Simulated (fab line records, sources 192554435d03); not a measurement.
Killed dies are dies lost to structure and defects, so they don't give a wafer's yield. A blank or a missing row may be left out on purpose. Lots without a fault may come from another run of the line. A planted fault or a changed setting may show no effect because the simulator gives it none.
Which tool did it? | flow n5_finfet | 24 lots, 72 wafers sampled, at 6 steps of a route of 1938

WHAT THE GAUGES READ, wafer by wafer
N5_BEOL_M8_INSPECT_58: inspects for defects (darkfield). Usual: raw_defect_count 72, standard deviation 29.
lot  | measured     | on                | raw_defect_count | flag
L074 | day 9 03:08  | defect_inspect-02 | 33 50 53         |
L075 | day 9 21:58  | defect_inspect-02 | 80 69 140        |
L076 | day 9 23:15  | defect_inspect-01 | 101 55 64        |
L077 | day 10 01:46 | defect_inspect-02 | 66 48 39         |
L078 | day 10 02:52 | defect_inspect-01 | 69 74 62         |
L079 | day 10 14:07 | defect_inspect-02 | 142 74 139       |
L080 | day 10 23:32 | defect_inspect-01 | 25 43 54         |
L082 | day 10 23:51 | defect_inspect-01 | 48 66 76         |
L081 | day 11 08:25 | defect_inspect-01 | 105 103 121      |
L083 | day 11 08:35 | defect_inspect-01 | 42 67 74         |
L085 | day 12 01:38 | defect_inspect-02 | 62 57 60         |
L084 | day 12 02:38 | defect_inspect-02 | 89 132 57        |
L087 | day 12 17:37 | defect_inspect-02 | 168 78 90        |
L086 | day 12 20:44 | defect_inspect-02 | 63 52 79         |
L089 | day 12 23:40 | defect_inspect-01 | 39 58 72         |
L090 | day 13 01:58 | defect_inspect-02 | 70 67 83         |
L088 | day 13 02:18 | defect_inspect-01 | 51 64 72         |
L091 | day 13 14:13 | defect_inspect-01 | 65 89 67         |
L092 | day 13 23:18 | defect_inspect-01 | 59 49 102        |
L094 | day 14 02:53 | defect_inspect-02 | 51 65 51         |
L093 | day 14 05:51 | defect_inspect-01 | 63 35 53         |
L095 | day 14 10:41 | defect_inspect-01 | 64 64 83         |
L096 | day 14 17:34 | defect_inspect-01 | 47 29 59         |
L097 | day 15 11:14 | defect_inspect-01 | 66 52 51         |

N5_BEOL_M9_OVL_MEAS_12. Usual: M9_OVL 0.3 nm, standard deviation 0.66.
lot  | measured     | on         | M9_OVL (nm)   | flag
L074 | day 9 04:47  | overlay-02 | 0.6 1.4 -0.1  |
L075 | day 10 01:05 | overlay-01 | -0.2 1.0 1.2  |
L076 | day 10 01:22 | overlay-01 | 0.2 0.8 -0.1  |
L077 | day 10 03:52 | overlay-01 | -1.2 -0.8 0.0 |
L078 | day 10 05:08 | overlay-02 | -0.4 1.2 0.3  |
L079 | day 10 15:16 | overlay-01 | 1.1 1.1 1.6   |
L080 | day 11 02:39 | overlay-02 | 0.2 1.2 0.2   |
L082 | day 11 02:41 | overlay-01 | 1.1 1.5 0.4   |
L081 | day 11 11:29 | overlay-01 | 0.2 0.2 0.4   |
L083 | day 11 11:40 | overlay-02 | 0.4 0.1 0.5   |
L085 | day 12 04:10 | overlay-01 | 0.4 0.9 -0.1  |
L084 | day 12 04:23 | overlay-02 | 0.6 0.9 -1.3  |
L087 | day 12 20:27 | overlay-02 | 1.4 -0.2 -0.3 |
L086 | day 12 23:34 | overlay-01 | 0.0 -0.1 0.6  |
L089 | day 13 01:16 | overlay-01 | 0.5 0.1 0.1   |
L090 | day 13 03:39 | overlay-02 | -0.5 1.4 -0.2 |
L088 | day 13 05:47 | overlay-02 | 0.2 0.9 0.7   |
L091 | day 13 17:41 | overlay-02 | -0.3 -0.6 0.1 |
L092 | day 14 01:25 | overlay-01 | 0.5 1.3 0.8   |
L094 | day 14 06:09 | overlay-01 | 1.2 1.2 0.6   |
L093 | day 14 10:12 | overlay-01 | 0.7 0.7 0.4   |
L095 | day 14 13:01 | overlay-02 | -0.5 0.7 -0.5 |
L096 | day 14 20:05 | overlay-01 | 0.1 -0.1 1.3  |
L097 | day 15 15:37 | overlay-02 | 1.1 -0.4 0.0  |

N5_BEOL_M9_INSPECT_13: inspects for defects (brightfield). Usual: raw_defect_count 384, standard deviation 90.
lot  | measured     | on                | raw_defect_count | flag
L074 | day 9 04:49  | defect_inspect-02 | 378 286 389      |
L075 | day 10 01:07 | defect_inspect-02 | 384 488 572      |
L076 | day 10 01:23 | defect_inspect-02 | 384 490 311      |
L077 | day 10 03:54 | defect_inspect-02 | 264 233 244      |
L078 | day 10 05:10 | defect_inspect-01 | 391 463 519      |
L079 | day 10 15:17 | defect_inspect-02 | 477 360 578      |
L080 | day 11 02:41 | defect_inspect-02 | 363 390 314      |
L082 | day 11 02:43 | defect_inspect-01 | 392 387 341      |
L081 | day 11 11:31 | defect_inspect-02 | 323 486 412      |
L083 | day 11 11:41 | defect_inspect-01 | 291 299 315      |
L085 | day 12 04:12 | defect_inspect-02 | 279 297 271      |
L084 | day 12 04:24 | defect_inspect-02 | 431 537 312      |
L087 | day 12 20:28 | defect_inspect-02 | 591 338 611      |
L086 | day 12 23:35 | defect_inspect-01 | 406 320 377      |
L089 | day 13 01:17 | defect_inspect-01 | 278 369 354      |
L090 | day 13 03:40 | defect_inspect-02 | 507 352 391      |
L088 | day 13 05:49 | defect_inspect-02 | 313 305 365      |
L091 | day 13 17:43 | defect_inspect-01 | 374 397 482      |
L092 | day 14 01:26 | defect_inspect-02 | 344 377 419      |
L094 | day 14 06:10 | defect_inspect-02 | 388 371 348      |
L093 | day 14 10:14 | defect_inspect-01 | 334 304 277      |
L095 | day 14 13:03 | defect_inspect-02 | 259 381 324      |
L096 | day 14 20:06 | defect_inspect-01 | 334 277 263      |
L097 | day 15 15:38 | defect_inspect-01 | 409 365 336      |

N5_BEOL_M9_INSPECT_30: inspects for defects (brightfield). Usual: raw_defect_count 386, standard deviation 90.
lot  | measured     | on                | raw_defect_count | flag
L074 | day 9 06:08  | defect_inspect-02 | 351 298 412      |
L075 | day 10 02:20 | defect_inspect-01 | 379 501 584      |
L076 | day 10 02:30 | defect_inspect-01 | 383 478 308      |
L077 | day 10 05:28 | defect_inspect-01 | 281 249 234      |
L078 | day 10 06:10 | defect_inspect-01 | 410 479 509      |
L079 | day 10 18:07 | defect_inspect-01 | 486 353 572      |
L080 | day 11 04:32 | defect_inspect-02 | 402 417 304      |
L082 | day 11 04:34 | defect_inspect-01 | 379 372 376      |
L081 | day 11 12:44 | defect_inspect-01 | 334 463 425      |
L083 | day 11 13:05 | defect_inspect-02 | 298 291 306      |
L085 | day 12 06:25 | defect_inspect-01 | 277 307 265      |
L084 | day 12 06:34 | defect_inspect-01 | 389 527 320      |
L087 | day 12 21:44 | defect_inspect-01 | 580 342 587      |
L086 | day 13 00:35 | defect_inspect-01 | 405 304 394      |
L089 | day 13 02:21 | defect_inspect-02 | 278 338 374      |
L090 | day 13 04:33 | defect_inspect-02 | 503 340 396      |
L088 | day 13 08:10 | defect_inspect-02 | 313 301 365      |
L091 | day 13 20:26 | defect_inspect-01 | 378 415 469      |
L092 | day 14 02:32 | defect_inspect-01 | 363 350 409      |
L094 | day 14 08:38 | defect_inspect-01 | 370 366 373      |
L093 | day 14 11:28 | defect_inspect-02 | 321 324 292      |
L095 | day 14 15:20 | defect_inspect-01 | 248 368 305      |
L096 | day 14 22:10 | defect_inspect-02 | 328 273 296      |
L097 | day 15 18:53 | defect_inspect-01 | 419 359 325      |

WHICH TOOL RAN EACH LOT (tool, then ch and the chambers of the sampled wafers, then the start)
lot  | N5_BEOL_M8_CURE_74            | N5_BEOL_M8_DESCUM_16
L074 | uv_cure-03 ch 0, day 8 18:34  | rie_diel-04 ch 0,1, day 8 20:22
L075 | uv_cure-02 ch 2, day 9 14:49  | rie_diel-04 ch 0,1,2, day 9 16:37
L076 | uv_cure-03 ch 0, day 9 16:32  | rie_diel-04 ch 0,3, day 9 19:22
L077 | uv_cure-03 ch 2, day 9 18:09  | rie_diel-04 ch 0,1,3, day 9 20:07
L078 | uv_cure-01 ch 2, day 9 21:12  | rie_diel-04 ch 0,3, day 9 22:22
L079 | uv_cure-01 ch 2, day 10 07:33 | rie_diel-04 ch 0,1,2, day 10 09:25
L080 | uv_cure-02 ch 2, day 10 15:32 | rie_diel-01 ch 0,2,3, day 10 17:41
L082 | uv_cure-03 ch 0, day 10 16:14 | rie_diel-05 ch 1,2, day 10 18:07
L081 | uv_cure-03 ch 0, day 11 00:29 | rie_diel-01 ch 0,1, day 11 02:52
L083 | uv_cure-01 ch 0, day 11 00:46 | rie_diel-04 ch 1,3, day 11 02:56
L085 | uv_cure-02 ch 2, day 11 15:38 | rie_diel-01 ch 0,2,3, day 11 17:55
L084 | uv_cure-02 ch 0, day 11 16:16 | rie_diel-01 ch 0,1, day 11 18:14
L087 | uv_cure-01 ch 2, day 12 10:29 | rie_diel-01 ch 0,1,2, day 12 11:47
L086 | uv_cure-01 ch 0, day 12 13:36 | rie_diel-04 ch 2,3, day 12 14:31
L089 | uv_cure-01 ch 2, day 12 14:49 | rie_diel-01 ch 1,2, day 12 17:04
L090 | uv_cure-03 ch 2, day 12 19:39 | rie_diel-04 ch 1,2, day 12 21:34
L088 | uv_cure-01 ch 0, day 12 20:32 | rie_diel-04 ch 0,1, day 12 22:02
L091 | uv_cure-01 ch 0, day 13 07:48 | rie_diel-04 ch 2,3, day 13 09:33
L092 | uv_cure-02 ch 0, day 13 15:07 | rie_diel-05 ch 0,1,2, day 13 18:26
L094 | uv_cure-01 ch 0, day 13 19:11 | rie_diel-01 ch 1,2,3, day 13 21:38
L093 | uv_cure-02 ch 0, day 13 22:10 | rie_diel-01 ch 0,1,2, day 14 01:02
L095 | uv_cure-01 ch 2, day 14 02:20 | rie_diel-01 ch 0,1,3, day 14 03:23
L096 | uv_cure-03 ch 0, day 14 10:31 | rie_diel-05 ch 1,3, day 14 12:19
L097 | uv_cure-02 ch 0, day 15 03:47 | rie_diel-04 ch 0,1,3, day 15 06:08
- N5_BEOL_M8_CURE_74: cures SiCOH lowk, time 240 s.
- N5_BEOL_M8_DESCUM_16: chemistry O2, time 7.9 s.

WHAT THE TOOLS THEMSELVES READ (means of the sampled wafers that have a number; where no wafer has one, the mark that the record gives instead)
N5_BEOL_M8_CURE_74. Usual: lamp_power_pct 52.31 %, standard deviation 0.053; wafer_temp_C_max 386.7, standard deviation 0.59.
lot  | tool       | lamp_power_pct (%) | wafer_temp_C_max | flag
L074 | uv_cure-03 | 52.27              | 387.0            |
L075 | uv_cure-02 | 52.31              | 386.2            |
L076 | uv_cure-03 | 52.32              | 387.1            |
L077 | uv_cure-03 | 52.32              | 386.9            |
L078 | uv_cure-01 | 52.30              | 386.8            |
L079 | uv_cure-01 | 52.31              | 386.3            |
L080 | uv_cure-02 | 52.32              | 386.4            |
L082 | uv_cure-03 | 52.38              | 386.8            |
L081 | uv_cure-03 | 52.28              | 387.0            |
L083 | uv_cure-01 | 52.28              | 386.2            |
L085 | uv_cure-02 | 52.34              | 386.6            |
L084 | uv_cure-02 | 52.33              | 387.8            |
L087 | uv_cure-01 | 52.32              | 386.7            |
L086 | uv_cure-01 | 52.33              | 386.1            |
L089 | uv_cure-01 | 52.36              | 386.3            |
L090 | uv_cure-03 | 52.29              | 387.0            |
L088 | uv_cure-01 | 52.30              | 386.2            |
L091 | uv_cure-01 | 52.29              | 385.9            |
L092 | uv_cure-02 | 52.32              | 387.5            |
L094 | uv_cure-01 | 52.37              | 385.8            |
L093 | uv_cure-02 | 52.34              | 387.6            |
L095 | uv_cure-01 | 52.34              | 386.1            |
L096 | uv_cure-03 | 52.31              | 387.0            |
L097 | uv_cure-02 | 52.26              | 387.5            |

N5_BEOL_M8_DESCUM_16. Usual: drypump_motor_current_A 6.0 A, standard deviation 0.52; oes_product_au 0.79 a.u., standard deviation 0.085; rf_vpp_V 243.3 V, standard deviation 1.3; showerhead_plenum_p_Torr 2.11 Torr, standard deviation 0.066; throttle_valve_pct 20.4 %, standard deviation 0.3.
lot  | tool        | drypump_motor_current_A (A) | oes_product_au (a.u.) | rf_vpp_V (V) | showerhead_plenum_p_Torr (Torr) | throttle_valve_pct (%) | flag
L074 | rie_diel-04 | 6.0                         | 0.74                  | 243.3        | 2.05                            | 20.6                   |
L075 | rie_diel-04 | 6.0                         | 0.79                  | 242.5        | 2.07                            | 20.3                   |
L076 | rie_diel-04 | 6.3                         | 0.70                  | 241.2        | 2.04                            | 20.3                   |
L077 | rie_diel-04 | 6.0                         | 0.72                  | 242.5        | 2.08                            | 20.4                   |
L078 | rie_diel-04 | 6.3                         | 0.69                  | 241.7        | 2.04                            | 20.3                   |
L079 | rie_diel-04 | 6.0                         | 0.79                  | 242.5        | 2.07                            | 20.3                   |
L080 | rie_diel-01 | 5.7                         | 0.76                  | 243.6        | 2.06                            | 20.6                   |
L082 | rie_diel-05 | 6.5                         | 0.82                  | 242.2        | 2.11                            | 20.3                   |
L081 | rie_diel-01 | 5.9                         | 0.85                  | 243.4        | 2.12                            | 20.7                   |
L083 | rie_diel-04 | 5.6                         | 0.72                  | 243.6        | 2.13                            | 20.4                   |
L085 | rie_diel-01 | 5.7                         | 0.75                  | 242.5        | 2.06                            | 20.6                   |
L084 | rie_diel-01 | 6.3                         | 0.83                  | 243.4        | 2.12                            | 20.8                   |
L087 | rie_diel-01 | 6.2                         | 0.78                  | 242.4        | 2.10                            | 20.7                   |
L086 | rie_diel-04 | 5.7                         | 0.80                  | 244.5        | 2.14                            | 20.1                   |
L089 | rie_diel-01 | 6.6                         | 0.73                  | 243.0        | 2.09                            | 20.6                   |
L090 | rie_diel-04 | 5.7                         | 0.78                  | 242.7        | 2.10                            | 20.5                   |
L088 | rie_diel-04 | 6.3                         | 0.88                  | 244.6        | 2.18                            | 20.2                   |
L091 | rie_diel-04 | 5.7                         | 0.80                  | 243.6        | 2.14                            | 20.1                   |
L092 | rie_diel-05 | 6.1                         | 0.80                  | 243.0        | 2.08                            | 20.3                   |
L094 | rie_diel-01 | 6.1                         | 0.82                  | 243.7        | 2.14                            | 20.5                   |
L093 | rie_diel-01 | 6.2                         | 0.77                  | 243.7        | 2.10                            | 20.8                   |
L095 | rie_diel-01 | 5.7                         | 0.87                  | 244.1        | 2.15                            | 20.6                   |
L096 | rie_diel-05 | 5.8                         | 0.78                  | 243.8        | 2.16                            | 20.5                   |
L097 | rie_diel-04 | 6.0                         | 0.86                  | 243.6        | 2.15                            | 20.2                   |

THE ANSWER, worked out from the rows above alone
Rule: a lot is off if the mean of its wafers that have a number lies more than 3 standard deviations from the usual mean. A lot without any number at a reading at which 4 lots or more have one is off too. The other lots that the step has rows for count as sound. The gauges are gone through in route order, then the tools' own readings, and for those a lot's mean is taken as printed above. The first step at which some lot is off is used, and at that step the reading that is off furthest; a lot without a number counts as furthest.
No lot is off at any reading shown: from this, nothing can be told.

WHAT THE SIMULATOR HAD PUT IN
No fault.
